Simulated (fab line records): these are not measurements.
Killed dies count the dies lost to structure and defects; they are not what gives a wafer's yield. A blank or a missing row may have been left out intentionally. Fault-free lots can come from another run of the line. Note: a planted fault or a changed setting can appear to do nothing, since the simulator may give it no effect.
Which of the tools did it? || flow n5-finfet || 30 wafers from 10 lots sampled at 5 of the route's 1938 steps

WHAT EACH GAUGE READ, for each wafer
N5_ZERO_LAYER_INSPECT_20: inspects for defects (darkfield). Usual: 35 for raw-defect-count, sd 17.
{"lot": "L652", "measured": "day 2 19:46", "on": "defect-inspect-01", "raw-defect-count": "22 35 24", "flag": ""}
{"lot": "L653", "measured": "day 3 02:26", "on": "defect-inspect-01", "raw-defect-count": "23 21 23", "flag": ""}
{"lot": "L657", "measured": "day 4 01:16", "on": "defect-inspect-01", "raw-defect-count": "39 31 18", "flag": ""}
{"lot": "L658", "measured": "day 4 07:15", "on": "defect-inspect-01", "raw-defect-count": "19 8 16", "flag": ""}
{"lot": "L659", "measured": "day 4 13:23", "on": "defect-inspect-01", "raw-defect-count": "41 45 41", "flag": ""}
{"lot": "L661", "measured": "day 5 01:15", "on": "defect-inspect-01", "raw-defect-count": "34 49 15", "flag": ""}
{"lot": "L665", "measured": "day 6 01:15", "on": "defect-inspect-02", "raw-defect-count": "107 52 90", "flag": ""}
{"lot": "L666", "measured": "day 6 07:29", "on": "defect-inspect-01", "raw-defect-count": "19 33 39", "flag": ""}
{"lot": "L667", "measured": "day 6 13:23", "on": "defect-inspect-01", "raw-defect-count": "84 48 27", "flag": ""}
{"lot": "L668", "measured": "day 6 19:17", "on": "defect-inspect-02", "raw-defect-count": "41 54 36", "flag": ""}

N5_BEOL_M4_RC_MEAS_101. Usual: DIBL_N 36.7 mV/V, standard deviation 2.4; DIBL_P 37.4 mV/V, standard deviation 2.9; IOFF_N 0.18 nA/um, standard deviation 0.05; IOFF_P 0.23 nA/um, standard deviation 0.058; ION_N 683 uA/um, standard deviation 16; ION_P 467 uA/um, standard deviation 11; SS_N 71.7 mV/dec, standard deviation 0.77; SS_P 73.5 mV/dec, standard deviation 0.87; VT_N 249 mV, standard deviation 4.3; VT_P -250 mV, standard deviation 4.4.
{"lot": "L652", "measured": "day 9 03:58", "on": "prober-01", "DIBL_N (mV/V)": "36.8 39.4 35.4", "DIBL_P (mV/V)": "38.4 42.4 37.2", "IOFF_N (nA/um)": "0.15 0.25 0.14", "IOFF_P (nA/um)": "0.23 0.32 0.21", "ION_N (uA/um)": "665 709 668", "ION_P (uA/um)": "467 489 464", "SS_N (mV/dec)": "71.2 73.4 71.2", "SS_P (mV/dec)": "74.1 74.4 74.1", "VT_N (mV)": "253 245 254", "VT_P (mV)": "-250 -246 -254", "flag": ""}
{"lot": "L653", "measured": "day 9 09:02", "on": "prober-01", "DIBL_N (mV/V)": "36.1 37.2 36.5", "DIBL_P (mV/V)": "36.6 36.7 36.5", "IOFF_N (nA/um)": "0.17 0.17 0.17", "IOFF_P (nA/um)": "0.26 0.24 0.24", "ION_N (uA/um)": "687 664 688", "ION_P (uA/um)": "481 454 474", "SS_N (mV/dec)": "71.3 72.0 71.9", "SS_P (mV/dec)": "73.1 73.6 73.3", "VT_N (mV)": "246 249 249", "VT_P (mV)": "-246 -246 -248", "flag": ""}
{"lot": "L661", "measured": "day 11 11:25", "on": "prober-02", "DIBL_N (mV/V)": "40.2 36.4 40.9", "DIBL_P (mV/V)": "40.8 36.5 42.7", "IOFF_N (nA/um)": "0.23 0.16 0.29", "IOFF_P (nA/um)": "0.29 0.22 0.33", "ION_N (uA/um)": "690 691 711", "ION_P (uA/um)": "473 476 480", "SS_N (mV/dec)": "73.1 71.3 72.8", "SS_P (mV/dec)": "74.3 72.9 74.5", "VT_N (mV)": "243 247 238", "VT_P (mV)": "-246 -249 -242", "flag": ""}
{"lot": "L665", "measured": "day 12 02:56", "on": "prober-01", "DIBL_N (mV/V)": "33.5 38.5 38.0", "DIBL_P (mV/V)": "32.2 38.8 37.9", "IOFF_N (nA/um)": "0.11 0.20 0.20", "IOFF_P (nA/um)": "0.16 0.25 0.25", "ION_N (uA/um)": "670 689 702", "ION_P (uA/um)": "464 472 474", "SS_N (mV/dec)": "71.7 72.1 72.0", "SS_P (mV/dec)": "72.3 74.1 74.1", "VT_N (mV)": "256 247 247", "VT_P (mV)": "-255 -249 -248", "flag": ""}
{"lot": "L666", "measured": "day 12 14:08", "on": "prober-01", "DIBL_N (mV/V)": "40.3 40.3 35.6", "DIBL_P (mV/V)": "42.7 41.8 37.4", "IOFF_N (nA/um)": "0.30 0.27 0.19", "IOFF_P (nA/um)": "0.37 0.34 0.24", "ION_N (uA/um)": "702 679 703", "ION_P (uA/um)": "484 466 483", "SS_N (mV/dec)": "73.1 73.4 71.7", "SS_P (mV/dec)": "74.9 76.0 72.8", "VT_N (mV)": "240 245 245", "VT_P (mV)": "-243 -246 -247", "flag": ""}
{"lot": "L667", "measured": "day 12 21:37", "on": "prober-01", "DIBL_N (mV/V)": "37.9 34.5 35.7", "DIBL_P (mV/V)": "40.9 35.3 38.1", "IOFF_N (nA/um)": "0.19 0.13 0.16", "IOFF_P (nA/um)": "0.23 0.15 0.19", "ION_N (uA/um)": "669 664 666", "ION_P (uA/um)": "459 449 449", "SS_N (mV/dec)": "72.2 71.4 71.5", "SS_P (mV/dec)": "73.8 72.8 73.4", "VT_N (mV)": "248 251 247", "VT_P (mV)": "-251 -256 -254", "flag": ""}
{"lot": "L668", "measured": "day 13 07:21", "on": "prober-01", "DIBL_N (mV/V)": "35.4 38.2 33.6", "DIBL_P (mV/V)": "36.6 38.8 34.3", "IOFF_N (nA/um)": "0.16 0.25 0.14", "IOFF_P (nA/um)": "0.17 0.22 0.14", "ION_N (uA/um)": "683 703 693", "ION_P (uA/um)": "459 463 455", "SS_N (mV/dec)": "71.9 72.9 71.1", "SS_P (mV/dec)": "72.5 73.6 72.7", "VT_N (mV)": "251 242 249", "VT_P (mV)": "-256 -252 -259", "flag": ""}

EACH LOT AND THE TOOL THAT RAN IT (in order: tool; ch and the chambers of the sampled wafers; start)
{"lot": "L652", "N5_PMOS_HMC_CHANNEL_EPI_ETCH_32": "rie-diel-06 ch 0,1,3, day 3 00:20", "N5_PMOS_HMC_CHANNEL_EPI_HM_STRIP_35": "wet-bench-01 ch 2,4,7, day 3 02:12", "N5_FIN_SAQP_HM_DEP_03": "pecvd-04 ch 1,2, day 3 03:45"}
{"lot": "L653", "N5_PMOS_HMC_CHANNEL_EPI_ETCH_32": "rie-diel-02 ch 0,1,2, day 3 06:24", "N5_PMOS_HMC_CHANNEL_EPI_HM_STRIP_35": "wet-bench-01 ch 2,5,7, day 3 09:12", "N5_FIN_SAQP_HM_DEP_03": "pecvd-04 ch 0,2, day 3 10:41"}
{"lot": "L657", "N5_PMOS_HMC_CHANNEL_EPI_ETCH_32": "rie-diel-05 ch 2,3, day 4 05:23", "N5_PMOS_HMC_CHANNEL_EPI_HM_STRIP_35": "wet-bench-01 ch 1,2,6, day 4 07:13", "N5_FIN_SAQP_HM_DEP_03": "-"}
{"lot": "L658", "N5_PMOS_HMC_CHANNEL_EPI_ETCH_32": "rie-diel-02 ch 1,3, day 4 11:13", "N5_PMOS_HMC_CHANNEL_EPI_HM_STRIP_35": "wet-bench-06 ch 4,5,6, day 4 13:58", "N5_FIN_SAQP_HM_DEP_03": "-"}
{"lot": "L659", "N5_PMOS_HMC_CHANNEL_EPI_ETCH_32": "rie-diel-02 ch 1,2, day 4 17:18", "N5_PMOS_HMC_CHANNEL_EPI_HM_STRIP_35": "wet-bench-01 ch 3,4,7, day 4 20:03", "N5_FIN_SAQP_HM_DEP_03": "-"}
{"lot": "L661", "N5_PMOS_HMC_CHANNEL_EPI_ETCH_32": "rie-diel-06 ch 0,1,3, day 5 05:40", "N5_PMOS_HMC_CHANNEL_EPI_HM_STRIP_35": "wet-bench-06 ch 0,2,7, day 5 07:55", "N5_FIN_SAQP_HM_DEP_03": "pecvd-01 ch 1,2, day 5 10:37"}
{"lot": "L665", "N5_PMOS_HMC_CHANNEL_EPI_ETCH_32": "rie-diel-05 ch 0,1,2, day 6 04:58", "N5_PMOS_HMC_CHANNEL_EPI_HM_STRIP_35": "wet-bench-01 ch 1,2,6, day 6 06:49", "N5_FIN_SAQP_HM_DEP_03": "pecvd-04 ch 0,1, day 6 08:36"}
{"lot": "L666", "N5_PMOS_HMC_CHANNEL_EPI_ETCH_32": "rie-diel-02 ch 0,1,3, day 6 11:47", "N5_PMOS_HMC_CHANNEL_EPI_HM_STRIP_35": "wet-bench-05 ch 0,3,6, day 6 13:38", "N5_FIN_SAQP_HM_DEP_03": "pecvd-01 ch 0,2, day 6 15:04"}
{"lot": "L667", "N5_PMOS_HMC_CHANNEL_EPI_ETCH_32": "rie-diel-05 ch 0,2,3, day 6 17:18", "N5_PMOS_HMC_CHANNEL_EPI_HM_STRIP_35": "wet-bench-01 ch 0,6,7, day 6 19:32", "N5_FIN_SAQP_HM_DEP_03": "pecvd-01 ch 0,1,2, day 6 20:58"}
{"lot": "L668", "N5_PMOS_HMC_CHANNEL_EPI_ETCH_32": "rie-diel-02 ch 1,2, day 7 00:07", "N5_PMOS_HMC_CHANNEL_EPI_HM_STRIP_35": "wet-bench-01 ch 2,5,7, day 7 01:56", "N5_FIN_SAQP_HM_DEP_03": "pecvd-03 ch 2, day 7 03:50"}
- N5_PMOS_HMC_CHANNEL_EPI_ETCH_32: etches BARC in N2/H2, stops on SiO2, target depth 85.8 nm, time 50.3 s.
- N5_PMOS_HMC_CHANNEL_EPI_HM_STRIP_35: strips SiO2 in dHF, material SiO2, target depth 39.6 nm, time 216 s.
- N5_FIN_SAQP_HM_DEP_03: deposits SiNx from SiH4/NH3/N2, target thk 38 nm, time 33.6 s.

AS READ BY THE TOOLS THEMSELVES (means over the sampled wafers that have a number; for cases with no such wafer, the mark the record gives instead)
N5_PMOS_HMC_CHANNEL_EPI_ETCH_32. Usual: bias-w is 150.0 W with standard deviation 0.43, chamber-pressure-mTorr is 30.000 mTorr with standard deviation 0.027, drypump-motor-current-A is 5.5 A with standard deviation 0.43, oes-product-au is 0.68 a.u. with standard deviation 0.055, rf-vpp-V is 524.2 V with standard deviation 2.8, showerhead-plenum-p-Torr is 2.55 Torr with standard deviation 0.11, and throttle-valve-pct is 17.73 % with standard deviation 0.2.
{"lot": "L652", "tool": "rie-diel-06", "bias-w (W)": 150.1, "chamber-pressure-mTorr (mTorr)": 29.987, "drypump-motor-current-A (A)": 5.4, "oes-product-au (a.u.)": 0.63, "rf-vpp-V (V)": 522.4, "showerhead-plenum-p-Torr (Torr)": 2.49, "throttle-valve-pct (%)": 17.65, "flag": ""}
{"lot": "L653", "tool": "rie-diel-02", "bias-w (W)": 149.9, "chamber-pressure-mTorr (mTorr)": 29.978, "drypump-motor-current-A (A)": 5.7, "oes-product-au (a.u.)": 0.67, "rf-vpp-V (V)": 523.6, "showerhead-plenum-p-Torr (Torr)": 2.50, "throttle-valve-pct (%)": 17.66, "flag": ""}
{"lot": "L657", "tool": "rie-diel-05", "bias-w (W)": 149.9, "chamber-pressure-mTorr (mTorr)": 30.012, "drypump-motor-current-A (A)": 5.1, "oes-product-au (a.u.)": 0.77, "rf-vpp-V (V)": 526.5, "showerhead-plenum-p-Torr (Torr)": 2.68, "throttle-valve-pct (%)": 17.77, "flag": ""}
{"lot": "L658", "tool": "rie-diel-02", "bias-w (W)": 149.5, "chamber-pressure-mTorr (mTorr)": 30.006, "drypump-motor-current-A (A)": 5.9, "oes-product-au (a.u.)": 0.68, "rf-vpp-V (V)": 523.7, "showerhead-plenum-p-Torr (Torr)": 2.51, "throttle-valve-pct (%)": 17.64, "flag": ""}
{"lot": "L659", "tool": "rie-diel-02", "bias-w (W)": 150.3, "chamber-pressure-mTorr (mTorr)": 29.976, "drypump-motor-current-A (A)": 5.9, "oes-product-au (a.u.)": 0.65, "rf-vpp-V (V)": 523.9, "showerhead-plenum-p-Torr (Torr)": 2.49, "throttle-valve-pct (%)": 17.76, "flag": ""}
{"lot": "L661", "tool": "rie-diel-06", "bias-w (W)": 150.1, "chamber-pressure-mTorr (mTorr)": 30.009, "drypump-motor-current-A (A)": 5.4, "oes-product-au (a.u.)": 0.62, "rf-vpp-V (V)": 523.4, "showerhead-plenum-p-Torr (Torr)": 2.48, "throttle-valve-pct (%)": 17.69, "flag": ""}
{"lot": "L665", "tool": "rie-diel-05", "bias-w (W)": 149.8, "chamber-pressure-mTorr (mTorr)": 29.974, "drypump-motor-current-A (A)": 5.6, "oes-product-au (a.u.)": 0.75, "rf-vpp-V (V)": 525.3, "showerhead-plenum-p-Torr (Torr)": 2.64, "throttle-valve-pct (%)": 17.85, "flag": ""}
{"lot": "L666", "tool": "rie-diel-02", "bias-w (W)": 149.9, "chamber-pressure-mTorr (mTorr)": 30.000, "drypump-motor-current-A (A)": 5.5, "oes-product-au (a.u.)": 0.66, "rf-vpp-V (V)": 524.1, "showerhead-plenum-p-Torr (Torr)": 2.54, "throttle-valve-pct (%)": 17.74, "flag": ""}
{"lot": "L667", "tool": "rie-diel-05", "bias-w (W)": 150.2, "chamber-pressure-mTorr (mTorr)": 30.007, "drypump-motor-current-A (A)": 5.4, "oes-product-au (a.u.)": 0.74, "rf-vpp-V (V)": 526.1, "showerhead-plenum-p-Torr (Torr)": 2.64, "throttle-valve-pct (%)": 17.80, "flag": ""}
{"lot": "L668", "tool": "rie-diel-02", "bias-w (W)": 150.1, "chamber-pressure-mTorr (mTorr)": 30.000, "drypump-motor-current-A (A)": 5.9, "oes-product-au (a.u.)": 0.64, "rf-vpp-V (V)": 522.2, "showerhead-plenum-p-Torr (Torr)": 2.48, "throttle-valve-pct (%)": 17.80, "flag": ""}

N5_PMOS_HMC_CHANNEL_EPI_HM_STRIP_35. Usual: bath-heat-duty-pct 6.3 %, standard deviation 0.69; run-length-s 221.9 s, standard deviation 0.99.
{"lot": "L652", "tool": "wet-bench-01", "bath-heat-duty-pct (%)": 6.4, "run-length-s (s)": 221.0, "flag": ""}
{"lot": "L653", "tool": "wet-bench-01", "bath-heat-duty-pct (%)": 6.4, "run-length-s (s)": 221.3, "flag": ""}
{"lot": "L657", "tool": "wet-bench-01", "bath-heat-duty-pct (%)": "-", "run-length-s (s)": "-", "flag": "OFF"}
{"lot": "L658", "tool": "wet-bench-06", "bath-heat-duty-pct (%)": "-", "run-length-s (s)": "-", "flag": "OFF"}
{"lot": "L659", "tool": "wet-bench-01", "bath-heat-duty-pct (%)": "-", "run-length-s (s)": "-", "flag": "OFF"}
{"lot": "L661", "tool": "wet-bench-06", "bath-heat-duty-pct (%)": 6.4, "run-length-s (s)": 222.1, "flag": ""}
{"lot": "L665", "tool": "wet-bench-01", "bath-heat-duty-pct (%)": 6.5, "run-length-s (s)": 221.4, "flag": ""}
{"lot": "L666", "tool": "wet-bench-05", "bath-heat-duty-pct (%)": 6.1, "run-length-s (s)": 223.7, "flag": ""}
{"lot": "L667", "tool": "wet-bench-01", "bath-heat-duty-pct (%)": 6.9, "run-length-s (s)": 221.7, "flag": ""}
{"lot": "L668", "tool": "wet-bench-01", "bath-heat-duty-pct (%)": 6.9, "run-length-s (s)": 222.0, "flag": ""}

N5_FIN_SAQP_HM_DEP_03. Usual: heater-power-w 707 W, standard deviation 82; showerhead-plenum-p-Torr 5.14 Torr, standard deviation 0.077; throttle-valve-pct 41.4 %, standard deviation 3.
{"lot": "L652", "tool": "pecvd-04", "heater-power-w (W)": 715, "showerhead-plenum-p-Torr (Torr)": 5.05, "throttle-valve-pct (%)": 40.5, "flag": ""}
{"lot": "L653", "tool": "pecvd-04", "heater-power-w (W)": 674, "showerhead-plenum-p-Torr (Torr)": 5.07, "throttle-valve-pct (%)": 39.5, "flag": ""}
{"lot": "L661", "tool": "pecvd-01", "heater-power-w (W)": 742, "showerhead-plenum-p-Torr (Torr)": 5.18, "throttle-valve-pct (%)": 43.1, "flag": ""}
{"lot": "L665", "tool": "pecvd-04", "heater-power-w (W)": 733, "showerhead-plenum-p-Torr (Torr)": 5.12, "throttle-valve-pct (%)": 42.8, "flag": ""}
{"lot": "L666", "tool": "pecvd-01", "heater-power-w (W)": 600, "showerhead-plenum-p-Torr (Torr)": 5.08, "throttle-valve-pct (%)": 39.5, "flag": ""}
{"lot": "L667", "tool": "pecvd-01", "heater-power-w (W)": 705, "showerhead-plenum-p-Torr (Torr)": 5.15, "throttle-valve-pct (%)": 42.1, "flag": ""}
{"lot": "L668", "tool": "pecvd-03", "heater-power-w (W)": 637, "showerhead-plenum-p-Torr (Torr)": 5.17, "throttle-valve-pct (%)": 37.6, "flag": ""}

THE ANSWER, worked out from the rows above alone
Rule: take the mean of a lot's wafers that have a number; if it is more than 3 standard deviations from the usual mean, the lot is off. A lot without any number at a reading at which 4 lots or more have one is off too. Where the step has rows for the other lots, those lots are counted as sound. First the gauges in route order, then the tools' own readings, where a lot's mean is used as printed above. At the first step where some lot is off, the reading lying furthest off is the one used; lots without a number count as furthest.
Off, at N5_PMOS_HMC_CHANNEL_EPI_HM_STRIP_35 on bath-heat-duty-pct: L657, L658, L659. Without a number there: L657, L658, L659.
A tool fits if, at that step or a process step before it, it ran every lot that is off, and no sound lot after the first of them. Of those tried, none fits.

WHAT THE SIMULATOR HAD PUT IN
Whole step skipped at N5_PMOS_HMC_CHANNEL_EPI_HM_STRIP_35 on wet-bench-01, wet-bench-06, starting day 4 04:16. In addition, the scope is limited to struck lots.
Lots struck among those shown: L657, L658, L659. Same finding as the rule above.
